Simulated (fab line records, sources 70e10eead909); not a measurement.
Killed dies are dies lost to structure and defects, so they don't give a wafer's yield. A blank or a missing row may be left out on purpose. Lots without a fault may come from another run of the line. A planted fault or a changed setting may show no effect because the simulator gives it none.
Which tool did it? | flow nand_harc | 13 lots, 39 wafers sampled, at 4 steps of a route of 1159

WHAT THE GAUGES READ, wafer by wafer
NHARC_P_STI_INSPECT_25. Usual: raw_defect_count 221, standard deviation 75.
lot  | measured    | on                | raw_defect_count | flag
L109 | day 3 22:22 | defect_inspect-02 | 240 200 175      |
L110 | day 3 22:22 | defect_inspect-01 | 224 186 176      |
L111 | day 4 04:32 | defect_inspect-02 | 157 155 139      |
L112 | day 4 11:27 | defect_inspect-01 | 194 158 330      |
L113 | day 4 11:27 | defect_inspect-02 | 275 190 220      |
L114 | day 4 23:27 | defect_inspect-01 | 117 229 185      |
L115 | day 5 05:30 | defect_inspect-02 | 222 205 175      |
L119 | day 6 03:46 | defect_inspect-01 | 210 179 198      |
L126 | day 7 19:16 | defect_inspect-02 | 226 164 120      |
L130 | day 8 18:05 | defect_inspect-02 | 258 339 287      |
L129 | day 8 18:05 | defect_inspect-01 | 281 196 270      |
L132 | day 9 11:41 | defect_inspect-01 | 244 342 165      |
L131 | day 9 11:41 | defect_inspect-02 | 239 187 205      |

NHARC_P_GATE_CD_MEAS_26: target cd 120 nm. Usual: cd_nm 119.8 nm, standard deviation 0.6.
lot  | measured     | on        | cd_nm (nm)        | flag
L109 | day 4 19:35  | cd_sem-01 | 119.7 120.4 120.2 |
L110 | day 4 19:44  | cd_sem-02 | 119.7 120.3 120.4 |
L111 | day 5 02:24  | cd_sem-01 | 120.4 119.6 120.4 |
L112 | day 5 10:31  | cd_sem-03 | 119.7 119.9 119.2 |
L113 | day 5 10:43  | cd_sem-03 | 120.3 120.1 119.7 |
L114 | day 6 03:05  | cd_sem-02 | 120.3 119.6 120.1 |
L115 | day 6 06:55  | cd_sem-03 | 118.9 119.7 119.7 |
L119 | day 7 07:01  | cd_sem-01 | 124.3 123.9 124.3 | OFF
L126 | day 8 19:05  | cd_sem-03 | 123.7 124.1 124.8 | OFF
L130 | day 9 17:32  | cd_sem-02 | 120.7 120.6 119.1 |
L129 | day 9 17:23  | cd_sem-02 | 118.7 119.3 119.1 |
L132 | day 10 10:17 | cd_sem-02 | 118.9 118.7 119.5 |
L131 | day 10 10:08 | cd_sem-01 | 119.6 119.9 119.7 |

WHICH TOOL RAN EACH LOT (tool, then ch and the chambers of the sampled wafers, then the start)
lot  | NHARC_P_GATE_DEP_103           | NHARC_P_GATE_PEB_24
L109 | pecvd-03 ch 1,2, day 4 19:02   | litho_track-06 ch 0, day 4 19:31
L110 | pecvd-04 ch 1,2, day 4 19:04   | litho_track-04 ch 0, day 4 19:40
L111 | pecvd-01 ch 0,1,2, day 5 01:53 | litho_track-06 ch 0, day 5 02:19
L112 | pecvd-04 ch 0,2, day 5 09:52   | litho_track-06 ch 0, day 5 10:26
L113 | pecvd-01 ch 0,1,2, day 5 10:01 | litho_track-04 ch 0, day 5 10:38
L114 | pecvd-04 ch 0,1,2, day 6 02:32 | litho_track-04 ch 0, day 6 03:01
L115 | pecvd-01 ch 1,2, day 6 06:14   | litho_track-06 ch 0, day 6 06:50
L119 | pecvd-03 ch 0,1, day 7 06:20   | litho_track-01 ch 0, day 7 06:56
L126 | pecvd-03 ch 0,1, day 8 18:26   | litho_track-01 ch 0, day 8 19:01
L130 | pecvd-03 ch 1,2, day 9 16:47   | litho_track-04 ch 0, day 9 17:27
L129 | pecvd-01 ch 0,1, day 9 16:42   | litho_track-06 ch 0, day 9 17:18
L132 | pecvd-04 ch 0,1, day 10 09:31  | litho_track-04 ch 0, day 10 10:13
L131 | pecvd-03 ch 0,1, day 10 09:29  | litho_track-06 ch 0, day 10 10:03
- NHARC_P_GATE_DEP_103: deposits SiON, target thk 30 nm.
- NHARC_P_GATE_PEB_24: peb time 65 s.

WHAT THE TOOLS THEMSELVES READ (means of the sampled wafers that have a number; where no wafer has one, the mark that the record gives instead)
NHARC_P_GATE_DEP_103. Usual: heater_power_w 723 W, standard deviation 79.
lot  | tool     | heater_power_w (W) | flag
L109 | pecvd-03 | 711                |
L110 | pecvd-04 | 841                |
L111 | pecvd-01 | 711                |
L112 | pecvd-04 | 726                |
L113 | pecvd-01 | 667                |
L114 | pecvd-04 | 818                |
L115 | pecvd-01 | 759                |
L119 | pecvd-03 | 677                |
L126 | pecvd-03 | 700                |
L130 | pecvd-03 | 741                |
L129 | pecvd-01 | 684                |
L132 | pecvd-04 | 776                |
L131 | pecvd-03 | 685                |

NHARC_P_GATE_PEB_24. Usual: heater_power_total_W 156.6 W, standard deviation 0.41.
lot  | tool           | heater_power_total_W (W) | flag
L109 | litho_track-06 | 156.7                    |
L110 | litho_track-04 | 156.5                    |
L111 | litho_track-06 | 156.3                    |
L112 | litho_track-06 | 156.2                    |
L113 | litho_track-04 | 156.5                    |
L114 | litho_track-04 | 156.3                    |
L115 | litho_track-06 | 156.8                    |
L119 | litho_track-01 | 164.8                    | OFF
L126 | litho_track-01 | 165.6                    | OFF
L130 | litho_track-04 | 156.6                    |
L129 | litho_track-06 | 156.8                    |
L132 | litho_track-04 | 156.8                    |
L131 | litho_track-06 | 156.9                    |

THE ANSWER, worked out from the rows above alone
Rule: a lot is off if the mean of its wafers that have a number lies more than 3 standard deviations from the usual mean. A lot without any number at a reading at which 4 lots or more have one is off too. The other lots that the step has rows for count as sound. The gauges are gone through in route order, then the tools' own readings, and for those a lot's mean is taken as printed above. The first step at which some lot is off is used, and at that step the reading that is off furthest; a lot without a number counts as furthest.
Off: L119, L126, at NHARC_P_GATE_CD_MEAS_26 (cd_nm).
A tool fits if, at a process step before that reading, it ran every lot that is off, and no sound lot after the first of them. The gauges at NHARC_P_GATE_CD_MEAS_26 aren't tried: what is off there is off at NHARC_P_GATE_PEB_24 too, on other tools, and a gauge's error can't cause that. One fits: litho_track-01 at NHARC_P_GATE_PEB_24. It ran no sound lot before its first lot that is off in this sample, so the start can't be narrowed down.
The tool's own readings at NHARC_P_GATE_PEB_24 bear it out: on the lots that are off they differ by more than 5 times the standard deviation of the sound lots' means. heater_power_total_W reads 165.2 W there against 156.6 W on the sound lots.

WHAT THE SIMULATOR HAD PUT IN
Process parameter drift: litho_track-01, from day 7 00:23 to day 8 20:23, at NHARC_P_GATE_PEB_24. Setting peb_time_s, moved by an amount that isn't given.
Lots struck among those shown: L119, L126. The rule above found the same.
